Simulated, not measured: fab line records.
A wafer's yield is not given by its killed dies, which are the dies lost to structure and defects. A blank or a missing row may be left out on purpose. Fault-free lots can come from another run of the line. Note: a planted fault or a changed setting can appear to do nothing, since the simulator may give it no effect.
Chamber matching    flow nand-harc    NHARC_P_BONDPAD_CMP_19 on cmp-03 has 4 sister chambers
The step polishes, t overpolish 30 s, cu recess touch 16 s, target thk 160.81 nm. 8 wafers are shown with their chamber, then 9 later ones without.

== EACH WAFER AND ITS CHAMBER ==
wafer   chamber  motor-current-A (A)  overpolish-run-s (s)
L075.5  3        12.2                 30.002
L079.5  2        12.0                 29.983
L081.1  2        12.0                 30.004
L081.2  3        11.5                 30.000
L081.3  1        11.7                 29.982
L081.4  0        11.5                 30.018
L081.5  0        11.5                 30.000
L081.6  1        11.2                 29.999

== WAFERS WITH NO CHAMBER GIVEN ==
wafer   motor-current-A (A)  overpolish-run-s (s)
L080.3  12.2                 30.008
L080.4  11.6                 29.993
L080.5  11.5                 29.990
L084.1  11.4                 29.997
L084.5  12.0                 30.006
L084.6  11.3                 30.000
L091.2  10.7                 30.006
L091.5  12.0                 29.990
L091.6  12.2                 30.009

== WHICH CHAMBER EACH WENT THROUGH ==
wafer   from the rows above                in truth
L080.3  can't be placed: 3 or 2 or 0 or 1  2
L080.4  can't be placed: 1 or 3 or 2 or 0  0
L080.5  can't be placed: 1 or 3 or 0 or 2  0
L084.1  can't be placed: 1 or 0 or 3 or 2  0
L084.5  can't be placed: 3 or 2 or 0 or 1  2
L084.6  can't be placed: 1 or 0 or 3 or 2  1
L091.2  can't be placed: 0 or 1 or 3 or 2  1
L091.5  can't be placed: 2 or 3 or 1       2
L091.6  can't be placed: 3 or 2 or 0 or 1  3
Correct placement for 0 of the 9. Cannot be placed on the basis of these rows: 9; the candidates contain the true chamber in 9. 0 placed wrongly.
How it was worked out, from the rows above alone: a wafer's distance from a chamber is the root of the sum, over the readings, of the square of ((its reading less the chamber's mean) divided by the reading's scatter). The wafer belongs to the nearest chamber; if the next one is less than 2 further off, it can't be placed. Each chamber's mean is taken over the wafers shown for it. How the scatter is found: for the shown wafers, subtract from each reading the mean of its chamber, square and add these, divide the total by (wafers less chambers), then take the root.
